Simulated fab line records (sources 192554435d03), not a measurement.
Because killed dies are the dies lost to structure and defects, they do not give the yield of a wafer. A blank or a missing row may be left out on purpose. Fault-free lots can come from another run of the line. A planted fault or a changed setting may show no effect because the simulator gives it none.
fab line records	flow n5_finfet
[record] lots = 8	wafers = 24	last_day = 17
route steps=1938 shown GATE_CUT@504 MOL_CONTACT_COAG@523 BEOL_M4@1111 PASSIVATION@1936
lots that met no fault: from a run of the same line without faults
start_h: hours from the record's opening day to when the first of the lot's shown wafers began	wait_h: hours since the lot's step before	" unchanged from the row above	L1.1+2: several wafers, shown together as one row	- value missing, or start not given	* or withheld: withheld	< > ~ a bound
route shown NAME@n: NAME is a module with steps in the file, n the number in the route of the first one	usual: mean/standard deviation of fault-free wafers	same: alike in all rows	chamber/n: place in a boat	sites: each site's reading	_std_site: standard deviation across them	_edge_site: inner sites' mean taken away from outer sites' mean	radius_mm: how far each site lies from the wafer's centre	mask NAME#n: copy n	behind: tool/chamber where the wafer was last shaped	hold: the reason the lot was held/the length of the hold in hours/how it ended	device: whichever transistor did not switch (one of n, p or np)	end of line: tests of these same wafers at the route's end	for a step that has no rows: nothing shown but its recipe	killed: dies lost to structure and defects at the first sort, not the wafer's yield	map: the dies of a wafer, with x for killed, . for not killed, _ for no die there
set.NAME: the run value of the setting; set.NAME@STEP: its run value at that earlier step	model.NAME: the simulator's own value behind a step, which no gauge read
one table for each step of the route and one row for each wafer, over a sample of lots
services: from which hour (start_h, from the record's first day; less than 0 if before it) a tool's chamber was out of use, for how many hours, and why
[[steps]]
[step N5_GATE_CUT_VAPOR_ETCH_48]
[recipe] chemistry = BCl3/Cl2	target = TiN	mode = isotropic
[usual] drypump_motor_current_A = 5.46/0.27	oes_product_au = 0.83/0.086
lot.wafer	tool	chamber	start_h	wait_h	drypump_motor_current_A	oes_product_au
L401.1	rie_metal-01	0	109.22	0.0	5.35	0.91
L401.5	"	1	"	"	5.17	0.82
L401.6	"	0	"	"	5.35	0.91
L405.3	rie_metal-02	0	132.93	0.0	5.50	0.76
L405.4	"	1	"	"	5.75	0.95
L405.6	"	1	"	"	5.76	0.96
L406.2	rie_metal-01	1	140.23	0.0	5.19	0.83
L406.4	"	1	"	"	5.19	0.83
L406.5	"	1	"	"	5.20	0.82
L412.1	rie_metal-01	1	176.19	0.0	5.18	0.81
L412.3	"	1	"	"	5.18	0.80
L412.4	"	0	"	"	5.32	0.88
L413.1	rie_metal-01	0	182.38	0.0	5.35	0.88
L413.4	"	0	"	"	5.33	0.88
L413.6	"	1	"	"	5.18	0.81
L415.4	rie_metal-03	0	193.93	0.0	6.03	0.73
L415.5	"	0	"	"	6.02	0.74
L415.6	"	1	"	"	5.13	0.91
L416.3	rie_metal-02	1	198.26	0.0	5.80	0.90
L416.4	"	0	"	"	5.49	0.77
L416.5	"	0	"	"	5.48	0.76
L420.3	rie_metal-01	1	221.14	0.0	5.18	0.80
L420.4	"	0	"	"	5.37	0.87
L420.6	"	1	"	"	5.18	0.80
[step N5_MOL_CONTACT_COAG_EXPOSE_05]
[recipe] mask_id = CA	na = 0.33	source_shape = annular	sigma_inner = 0.4	sigma_outer = 0.8	polarization = unpolarized	defocus_nm = 0	dose_mj = 38.25
[usual] exposure_dose_mJ_cm2 = 38.09/0.071	focus_offset_nm = 0.0/0.5
lot.wafer	tool	chamber	start_h	wait_h	mask	exposure_dose_mJ_cm2	focus_offset_nm
L401.1	euv_scanner-02	0	112.39	-	CA#0	38.06	1.1
L401.5	"	0	"	"	CA#0	38.02	0.0
L401.6	"	0	"	"	CA#0	38.00	0.3
L405.3	euv_scanner-02	0	135.90	-	CA#0	38.08	0.7
L405.4	"	0	"	"	CA#0	38.04	-0.1
L405.6	"	0	"	"	CA#0	38.08	0.6
L406.2	euv_scanner-02	0	143.20	-	CA#0	38.01	0.4
L406.4	"	0	"	"	CA#0	37.99	-0.3
L406.5	"	0	"	"	CA#0	38.01	0.2
L412.1	euv_scanner-02	0	179.16	-	CA#0	34.29	-0.3
L412.3	"	0	"	"	CA#0	34.40	-0.5
L412.4	"	0	"	"	CA#0	34.39	-0.5
L413.1	euv_scanner-02	0	186.61	-	CA#0	35.11	-0.2
L413.4	"	0	"	"	CA#0	35.11	-0.5
L413.6	"	0	"	"	CA#0	35.05	0.7
L415.4	euv_scanner-01	0	196.92	-	CA#0	38.15	-0.8
L415.5	"	0	"	"	CA#0	38.16	-0.4
L415.6	"	0	"	"	CA#0	38.10	-1.0
L416.3	euv_scanner-01	0	201.54	-	CA#0	38.22	0.3
L416.4	"	0	"	"	CA#0	38.14	-0.2
L416.5	"	0	"	"	CA#0	38.11	-0.4
L420.3	euv_scanner-01	0	224.23	-	CA#0	38.14	-0.3
L420.4	"	0	"	"	CA#0	38.13	-0.2
L420.6	"	0	"	"	CA#0	38.11	0.7
[step N5_MOL_CONTACT_COAG_CD_MEAS_08]
[recipe] target_cd_nm = 28	landing_energy_ev = 500	detector = se_inlens	polarity = opening
[usual] cd_nm = 28.09/0.25
[same] landing_energy_ev = 500
lot.wafer	tool	chamber	start_h	wait_h	cd_nm
L401.1	cd_sem-02	0	112.52	-	27.69
L401.5	"	0	"	"	27.50
L401.6	"	0	"	"	27.64
L405.3	cd_sem-01	0	136.02	-	28.04
L405.4	"	0	"	"	28.33
L405.6	"	0	"	"	28.04
L406.2	cd_sem-03	0	143.32	-	28.02
L406.4	"	0	"	"	28.25
L406.5	"	0	"	"	28.06
L412.1	cd_sem-02	0	179.29	-	25.37
L412.3	"	0	"	"	25.56
L412.4	"	0	"	"	25.67
L413.1	cd_sem-03	0	186.74	-	25.80
L413.4	"	0	"	"	26.28
L413.6	"	0	"	"	26.53
L415.4	cd_sem-02	0	197.03	-	28.22
L415.5	"	0	"	"	28.47
L415.6	"	0	"	"	28.53
L416.3	cd_sem-01	0	201.66	-	28.01
L416.4	"	0	"	"	28.01
L416.5	"	0	"	"	28.31
L420.3	cd_sem-02	0	224.35	-	28.07
L420.4	"	0	"	"	28.24
L420.6	"	0	"	"	28.29
[step N5_MOL_CONTACT_COAG_DESCUM_13]
[recipe] chemistry = O2	time_s = 7	source_power_w = 50	bias_power_w = 20	pressure_mtorr = 20	rf_frequency_hz = 2.712e+07	temp_c = 40	resist = CAR-EUV	o2_flow_sccm = 225
[usual] drypump_motor_current_A = 5.7/0.51	o2_flow_sccm = 224.9/0.64	oes_product_au = 0.78/0.083	rf_vpp_V = 242.6/1.5	showerhead_plenum_p_Torr = 2.06/0.074	throttle_valve_pct = 20.53/0.18
lot.wafer	tool	chamber	start_h	wait_h	drypump_motor_current_A	o2_flow_sccm	oes_product_au	rf_hours_counter_h	rf_vpp_V	showerhead_plenum_p_Torr	throttle_valve_pct
L401.1	rie_diel-05	3	112.75	0.1	5.4	224.9	0.77	143	244.3	2.10	20.48
L401.5	"	2	"	"	6.5	224.9	0.82	-	244.5	2.11	20.28
L401.6	"	3	"	"	5.4	225.2	0.78	-	242.1	2.10	20.46
L405.3	rie_diel-05	0	136.14	0.0	5.7	224.8	0.75	166	242.1	2.09	20.79
L405.4	"	2	"	"	6.5	224.8	0.81	113	244.0	2.10	20.28
L405.6	"	2	"	"	6.5	224.7	0.82	-	243.5	2.11	20.32
L406.2	rie_diel-05	0	143.46	0.1	5.8	224.6	0.74	168	242.1	2.09	20.79
L406.4	"	1	"	"	6.1	223.8	0.74	185	241.7	1.98	20.60
L406.5	"	3	"	"	5.4	224.1	0.76	-	242.8	2.10	20.48
L412.1	rie_diel-05	1	179.41	0.0	6.1	224.9	0.74	199	241.2	1.97	20.61
L412.3	"	3	"	"	5.4	225.1	0.76	166	243.5	2.09	20.50
L412.4	"	2	"	"	6.5	225.3	0.80	128	243.8	2.10	20.33
L413.1	rie_diel-06	0	186.87	0.0	6.4	225.0	0.67	245	244.0	2.06	20.52
L413.4	"	1	"	"	5.6	225.8	0.72	187	241.3	1.92	20.76
L413.6	"	0	"	"	6.4	224.5	0.68	-	242.1	2.06	20.51
L415.4	rie_diel-05	2	197.36	0.2	6.5	225.7	0.80	134	244.5	2.10	20.34
L415.5	"	1	"	"	6.1	224.7	0.73	-	243.2	1.97	20.62
L415.6	"	0	"	"	5.7	224.2	0.73	-	242.1	2.08	20.84
L416.3	rie_diel-04	1	201.78	0.0	5.8	224.8	0.85	54	244.2	2.12	20.62
L416.4	"	3	"	"	4.9	225.8	0.73	167	242.3	2.01	20.72
L416.5	"	3	"	"	4.9	226.3	0.72	-	241.1	2.01	20.74
L420.3	rie_diel-04	0	224.52	0.1	6.0	224.4	0.73	148	244.3	2.18	20.51
L420.4	"	2	"	"	4.9	224.6	0.69	220	244.9	2.16	20.58
L420.6	"	2	"	"	4.9	225.6	0.69	-	245.6	2.16	20.57
[step N5_MOL_CONTACT_COAG_ETCH_59]
[recipe] chemistry = N2/H2	target = underlayer	target_depth_a = 130	mask_material = CAR-EUV	time_s = 10.4	ion_energy_ev = 200	pressure_mtorr = 30	source_w = 840	bias_w = 150	n2_flow_sccm = 200	h2_flow_sccm = 200	ends = cleared
[usual] drypump_motor_current_A = 5.8/0.51	etch_rf_on_time_s = 10.28/0.28	oes_product_au = 0.67/0.073	rf_vpp_V = 522.7/2.5	showerhead_plenum_p_Torr = 2.50/0.093	throttle_valve_pct = 17.94/0.24
lot.wafer	tool	chamber	start_h	wait_h	drypump_motor_current_A	etch_rf_on_time_s	oes_product_au	rf_hours_counter_h	rf_vpp_V	showerhead_plenum_p_Torr	throttle_valve_pct
L401.1	rie_diel-05	3	112.78	0.0	5.4	9.83	0.68	143	523.0	2.52	17.65
L401.5	"	2	"	"	6.5	10.20	0.71	-	523.5	2.57	17.74
L401.6	"	3	"	"	5.4	9.82	0.68	-	523.7	2.52	17.65
L405.3	rie_diel-05	0	136.17	0.0	5.7	10.49	0.64	166	524.0	2.54	18.25
L405.4	"	2	"	"	6.5	10.14	0.69	113	524.5	2.56	17.75
L405.6	"	2	"	"	6.5	10.29	0.70	-	523.2	2.56	17.75
L406.2	rie_diel-05	0	143.50	0.0	5.7	10.43	0.64	168	523.2	2.54	18.27
L406.4	"	1	"	"	6.2	9.88	0.64	185	520.2	2.42	18.08
L406.5	"	3	"	"	5.4	9.82	0.67	-	523.3	2.52	17.67
L412.1	rie_diel-05	1	179.44	0.0	6.1	10.14	0.63	199	522.4	2.41	18.11
L412.3	"	3	"	"	5.4	9.86	0.66	166	523.2	2.51	17.70
L412.4	"	2	"	"	6.5	10.19	0.69	128	524.6	2.56	17.80
L413.1	rie_diel-06	0	186.90	0.0	6.4	10.69	0.57	245	522.6	2.51	18.20
L413.4	"	1	"	"	5.6	10.37	0.62	187	519.0	2.31	17.95
L413.6	"	0	"	"	6.5	10.67	0.57	-	521.7	2.51	18.18
L415.4	rie_diel-05	2	197.39	0.0	6.5	10.11	0.68	134	525.0	2.56	17.81
L415.5	"	1	"	"	6.1	10.02	0.63	-	520.2	2.41	18.13
L415.6	"	0	"	"	5.7	10.60	0.63	-	522.7	2.53	18.31
L416.3	rie_diel-04	1	201.82	0.0	5.8	10.20	0.73	54	527.3	2.58	18.07
L416.4	"	3	"	"	4.9	9.94	0.63	167	520.9	2.44	18.14
L416.5	"	3	"	"	4.9	9.99	0.63	-	520.7	2.44	18.13
L420.3	rie_diel-04	0	224.55	0.0	6.1	10.26	0.64	148	526.8	2.66	18.18
L420.4	"	2	"	"	4.9	10.91	0.58	220	525.7	2.62	17.92
L420.6	"	2	"	"	4.8	10.93	0.58	-	525.9	2.62	17.93
[step N5_MOL_CONTACT_COAG_CD_MEAS_99]
[recipe] target_cd_nm = 17.2	polarity = opening
[usual] cd_nm = 17.3/0.4
lot.wafer	tool	chamber	start_h	wait_h	cd_nm
L401.1	cd_sem-01	-	113.14	-	16.8
L401.5	"	-	"	"	17.4
L401.6	"	-	"	"	16.6
L405.3	cd_sem-01	-	136.54	-	18.3
L405.4	"	-	"	"	17.6
L405.6	"	-	"	"	17.6
L406.2	cd_sem-01	-	143.86	-	17.3
L406.4	"	-	"	"	17.3
L406.5	"	-	"	"	16.6
L412.1	cd_sem-02	-	179.81	-	14.5
L412.3	"	-	"	"	14.4
L412.4	"	-	"	"	14.2
L413.1	cd_sem-01	-	187.26	-	15.0
L413.4	"	-	"	"	16.2
L413.6	"	-	"	"	15.8
L415.4	cd_sem-01	-	197.76	-	17.1
L415.5	"	-	"	"	17.9
L415.6	"	-	"	"	17.9
L416.3	cd_sem-01	-	202.18	-	17.3
L416.4	"	-	"	"	16.5
L416.5	"	-	"	"	16.7
L420.3	cd_sem-02	-	224.92	-	17.4
L420.4	"	-	"	"	17.6
L420.6	"	-	"	"	17.0
[step N5_BEOL_M4_RC_MEAS_101]
[usual] DIBL_N = 35.9/1.9	DIBL_P = 35.8/2.4	IOFF_N = 0.15/0.031	IOFF_P = 0.21/0.037	ION_N = 672/13	ION_P = 462/8.3	RC_DENSE_N = 18.8/0.45	RC_DENSE_P = 23.5/0.57	RC_N = 15.3/0.36	RC_P = 19.2/0.45	SS_N = 71.5/0.72	SS_P = 73.2/0.67	VT_N = 250/3.4	VT_P = -250/3.4
lot.wafer	tool	chamber	start_h	wait_h	DIBL_N[mV/V]	DIBL_P[mV/V]	IOFF_N[nA/um]	IOFF_P[nA/um]	ION_N[uA/um]	ION_P[uA/um]	RC_DENSE_N[ohm.um]	RC_DENSE_P[ohm.um]	RC_N[ohm.um]	RC_P[ohm.um]	SS_N[mV/dec]	SS_P[mV/dec]	VT_N[mV]	VT_P[mV]
L401.1	prober-01	0	204.98	0.0	37.3	37.0	0.16	0.24	672	469	19.0	23.6	15.6	19.2	71.5	73.0	253	-246
L401.5	"	0	"	"	36.3	33.6	0.15	0.19	658	450	18.2	23.0	14.9	18.7	72.1	73.0	252	-252
L401.6	"	0	"	"	36.6	35.0	0.14	0.21	661	461	18.9	23.9	15.6	19.7	72.0	73.7	251	-251
L405.3	prober-02	0	205.56	0.3	36.2	38.6	0.18	0.23	695	470	17.8	22.3	14.5	18.0	72.5	73.3	245	-250
L405.4	"	0	"	"	39.5	41.0	0.23	0.26	689	451	18.6	23.4	15.2	18.9	73.2	75.1	245	-253
L405.6	"	0	"	"	36.9	38.6	0.18	0.21	679	456	18.4	22.8	15.0	18.6	72.7	74.0	248	-254
L406.2	prober-02	0	220.61	0.2	37.3	35.6	0.15	0.20	661	455	18.4	23.0	15.0	18.9	72.2	73.8	252	-250
L406.4	"	0	"	"	40.0	39.7	0.20	0.27	683	464	18.8	23.6	15.2	19.2	73.4	73.9	248	-249
L406.5	"	0	"	"	34.2	33.6	0.11	0.18	652	455	19.5	24.4	16.0	20.1	71.5	72.0	255	-252
L412.1	prober-01	0	256.16	0.0	38.7	40.9	0.24	0.30	684	469	24.8	31.3	19.8	25.2	72.6	73.3	244	-245
L412.3	"	0	"	"	38.1	38.9	0.21	0.25	664	460	24.3	30.3	19.4	24.7	72.7	72.8	247	-244
L412.4	"	0	"	"	36.4	37.9	0.17	0.22	678	465	25.0	31.8	20.2	25.3	71.6	74.0	251	-247
L413.1	prober-01	0	264.32	0.0	35.3	36.0	0.14	0.21	670	470	22.5	28.2	18.0	22.8	70.9	73.6	251	-248
L413.4	"	0	"	"	35.6	35.1	0.14	0.19	665	458	20.7	25.9	16.7	21.2	70.4	73.2	252	-250
L413.6	"	0	"	"	34.8	35.6	0.13	0.20	662	458	21.4	27.3	17.4	22.1	71.4	72.9	254	-251
L416.3	prober-01	0	276.05	0.3	36.3	34.0	0.16	0.20	682	465	18.6	23.1	15.2	18.9	71.4	73.8	250	-250
L416.4	"	0	"	"	33.1	30.0	0.10	0.14	656	453	19.5	24.5	15.9	19.7	71.2	72.4	254	-253
L416.5	"	0	"	"	34.3	32.4	0.12	0.17	669	461	19.3	24.0	15.9	19.8	70.8	72.6	252	-255
L415.4	prober-01	0	287.27	0.5	35.1	33.9	0.13	0.17	674	463	19.5	24.3	16.0	19.9	71.7	72.8	254	-256
L415.5	"	0	"	"	38.3	38.0	0.18	0.23	693	480	18.9	23.9	15.5	19.5	71.4	73.7	250	-249
L415.6	"	0	"	"	37.1	36.6	0.16	0.20	674	455	18.5	23.2	15.1	18.8	72.0	73.1	251	-253
L420.3	prober-02	0	313.89	0.3	34.6	33.6	0.13	0.20	674	473	19.2	23.5	15.6	19.2	70.6	72.7	250	-251
L420.4	"	0	"	"	36.8	35.7	0.17	0.23	690	475	18.8	23.6	15.4	19.0	71.4	73.0	249	-247
L420.6	"	0	"	"	36.9	35.7	0.16	0.23	682	473	19.5	24.3	15.6	19.7	71.3	72.5	253	-247
[step N5_PASSIVATION_PROBE_49]
[usual] defect_limited_yield = 91.6/1.2	killed_at_M0_to_M3 = 33/9.4	killed_at_M4_up = 13/5.2	killed_at_contacts = 13/5.6	killed_at_front_end = 37/9.5	killed_at_other = 4/3.1	killed_dies = 99/15	killed_open = 65/11	killed_short = 32/7.5	sort_bin_5_function = 4.9/0.77	sort_bin_6_memory = 3.1/0.65	sort_n_pass = 1081/15	sort_yield_pct = 91.6/1.2
[same] gross_dies = 1180	killed_at_back_side = 0	sort_bin_4_leakage[%] = 0	sort_bin_8_speed[%] = 0
lot.wafer	tool	chamber	start_h	wait_h	defect_limited_yield[%]	killed_at_M0_to_M3	killed_at_M4_up	killed_at_contacts	killed_at_front_end	killed_at_other	killed_dies	killed_open	killed_short	sort_bin_5_function[%]	sort_bin_6_memory[%]	sort_n_pass	sort_yield_pct[%]
L405.3	prober-01	-	321.90	0.1	93.1	30	12	3	36	0	81	52	24	4.1	2.3	1099	93.1
L405.4	prober-01	-	321.95	0.2	90.8	31	23	7	47	1	109	83	26	5.3	3.8	1071	90.8
L405.6	prober-01	-	322.05	0.3	91.7	33	19	5	40	1	98	62	36	5.3	2.8	1082	91.7
L412.1	prober-01	-	360.10	0.0	87.5	52	5	39	50	2	148	74	41	7.5	4.7	1032	87.5
L412.3	prober-01	-	360.20	0.1	89.4	40	4	35	38	8	125	65	30	5.9	4.3	1055	89.4
L412.4	prober-01	-	360.25	0.2	86.4	36	14	50	58	2	160	86	41	8.1	5.1	1020	86.4
L413.1	prober-01	-	374.78	0.0	90.8	38	15	14	35	7	109	72	31	4.8	4.2	1071	90.8
L413.4	prober-01	-	374.93	0.2	91.9	31	16	13	32	3	95	48	40	5.1	2.5	1085	91.9
L413.6	prober-01	-	375.03	0.3	91.5	47	9	13	27	4	100	59	37	5.3	3.1	1080	91.5
// killed by level:class
L405.3 FIN_SAQP:geometric_particle:open=9 BEOL_M3:geometric_particle:open=8 BEOL_M2:geometric_particle:open=6 BEOL_M4:geometric_particle:open=5 BEOL_M0_SAQP:geometric_particle:short=5 BEOL_M0:geometric_particle:open=4 BEOL_M4:geometric_particle:short=4 STARTING-WAFER:geometric_particle:open=4
L405.4 STI_FIN_REVEAL:geometric_particle:open=15 BEOL_M3:geometric_particle:open=12 FIN_SAQP:geometric_particle:open=10 BEOL_M4:geometric_particle:open=9 BEOL_M5:geometric_particle:open=8 FIN_SAQP:geometric_particle:short=7 DUMMY_GATE:geometric_particle:open=6 BEOL_M0_SAQP:geometric_particle:open=6
L405.6 FIN_SAQP:geometric_particle:short=12 BEOL_M0_SAQP:geometric_particle:open=10 BEOL_M0_SAQP:geometric_particle:short=8 STI_FIN_REVEAL:geometric_particle:open=7 BEOL_M4:geometric_particle:open=7 BEOL_M2:geometric_particle:open=6 BEOL_M3:geometric_particle:open=6 FIN_SAQP:geometric_particle:open=5
L412.1 MOL_CONTACT_COAG:area_expose=32 BEOL_M3:geometric_particle:open=14 FIN_SAQP:geometric_particle:short=10 BEOL_M1:geometric_particle:open=9 DUMMY_GATE:geometric_particle:open=7 MOL_CONTACT_COAG:geometric_particle:open=7 BEOL_M0_SAQP:geometric_particle:short=7 STI_FIN_REVEAL:geometric_particle:open=6
L412.3 MOL_CONTACT_COAG:area_expose=30 FIN_SAQP:geometric_particle:open=15 BEOL_M1:geometric_particle:open=14 BEOL_M1:geometric_particle:short=8 MOL_CONTACT_COAG:geometric_particle:open=5 BEOL_M0_SAQP:geometric_particle:open=5 BEOL_M0:geometric_particle:open=5 GATE_CUT:geometric_particle:short=4
L412.4 MOL_CONTACT_COAG:area_expose=33 FIN_SAQP:geometric_particle:open=14 MOL_CONTACT_COAG:geometric_particle:open=12 STI_FIN_REVEAL:geometric_particle:open=11 FIN_SAQP:geometric_particle:short=10 BEOL_M0:geometric_particle:open=9 BEOL_M4:geometric_particle:open=9 DUMMY_GATE:geometric_particle:open=6
L413.1 BEOL_M0_SAQP:geometric_particle:short=11 STI_FIN_REVEAL:geometric_particle:open=10 BEOL_M0_SAQP:geometric_particle:open=10 BEOL_M4:geometric_particle:open=8 MOL_CONTACT_COAG:geometric_particle:open=7 BEOL_M1:geometric_particle:open=6 MOL_CONTACT_COAG:area_expose=6 DUMMY_GATE:geometric_particle:open=5
L413.4 FIN_SAQP:geometric_particle:short=11 BEOL_M0_SAQP:geometric_particle:short=9 BEOL_M4:geometric_particle:open=8 MOL_CONTACT_COAG:area_expose=7 BEOL_M0_SAQP:geometric_particle:open=6 MOL_CONTACT_COAG:geometric_particle:open=5 BEOL_M4:geometric_particle:short=5 STI_FIN_REVEAL:geometric_particle:open=4
L413.6 BEOL_M0_SAQP:geometric_particle:open=13 BEOL_M0_SAQP:geometric_particle:short=13 BEOL_M3:geometric_particle:open=9 MOL_CONTACT_COAG:geometric_particle:open=7 FIN_SAQP:geometric_particle:short=5 BEOL_M2:geometric_particle:open=5 STARTING-WAFER:geometric_particle:short=5 GATE_CUT:geometric_particle:short=4
[[services]]
tool	chamber	start_h	hours	kind
euv_scanner-01	-	86.46	1.9	repair
rie_diel-06	2	88.38	-	clean
rie_diel-06	2	88.38	-	consumable_replace:focus_ring
rie_diel-06	2	88.38	20.5	scheduled_down
rie_diel-06	2	88.38	20.5	vent_cycle
rie_diel-05	1	93.73	1.5	repair
rie_metal-02	1	101.61	-	clean
rie_metal-02	1	101.61	17.6	scheduled_down
rie_metal-02	1	101.61	17.6	vent_cycle
euv_scanner-02	-	108.10	1.0	pm
euv_scanner-01	-	110.56	1.0	pm
rie_diel-06	3	112.52	-	clean
euv_scanner-01	-	119.88	33.9	repair
rie_diel-05	-	130.49	0.3	repair
euv_scanner-02	-	130.51	0.4	repair
euv_scanner-01	-	153.78	4.6	pm
euv_scanner-02	-	164.25	1.0	pm
euv_scanner-01	-	166.71	1.0	pm
rie_diel-04	0	167.03	32.6	repair
rie_diel-04	3	191.39	5.6	repair
euv_scanner-02	0	193.08	-	calibration
rie_metal-01	-	204.00	0.5	repair
rie_diel-05	-	219.24	0.6	repair
euv_scanner-02	-	220.40	1.0	pm
[[key]]
[first_sign] step = N5_MOL_CONTACT_COAG_EXPOSE_05	reading = exposure_dose_mJ_cm2	direction = down	sigmas = 47	usual = 38.09	struck = 34.73
[effect] step = N5_MOL_CONTACT_COAG_CD_MEAS_08	reading = cd_nm	direction = down	sigmas = 9.1	usual = 28.09	struck = 25.87	through = control_loop
[effect] step = N5_MOL_CONTACT_COAG_CD_MEAS_99	reading = cd_nm	direction = down	sigmas = 5.7	usual = 17.3	struck = 15.0	through = control_loop
[effect] step = N5_BEOL_M4_RC_MEAS_101	reading = RC_DENSE_P	direction = up	sigmas = 9.8	usual = 23.5	struck = 29.1
[effect] step = N5_BEOL_M4_RC_MEAS_101	reading = RC_DENSE_N	direction = up	sigmas = 9.7	usual = 18.8	struck = 23.1
[effect] step = N5_BEOL_M4_RC_MEAS_101	reading = RC_P	direction = up	sigmas = 9.7	usual = 19.2	struck = 23.6
[effect] step = N5_BEOL_M4_RC_MEAS_101	reading = RC_N	direction = up	sigmas = 9.2	usual = 15.3	struck = 18.6
[effect] step = N5_PASSIVATION_PROBE_49	reading = killed_at_contacts	direction = up	sigmas = 2.6	usual = 13	struck = 27	wafers_moved = 3
met_at N5_MOL_CONTACT_COAG_EXPOSE_05
struck_lots L412,L413
[loop_trim] step = N5_MOL_CONTACT_COAG_EXPOSE_05	setting = dose	lots = L413
not_acting_at N5_GATE_CUT_VAPOR_ETCH_48,N5_MOL_CONTACT_COAG_DESCUM_13,N5_MOL_CONTACT_COAG_ETCH_59
onset_between 143.20 179.16
[fault] kind = process_parameter_drift	tool = euv_scanner-02	chamber = -	onset_h = 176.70	steps = N5_MOL_CONTACT_COAG_EXPOSE_05	channel = dose_mj	offset = -3.6992	shape = step	acts_in = these_recipes_only	stated = 38.25
// loop_trim: a control loop set the setting to another value than it would have without faults
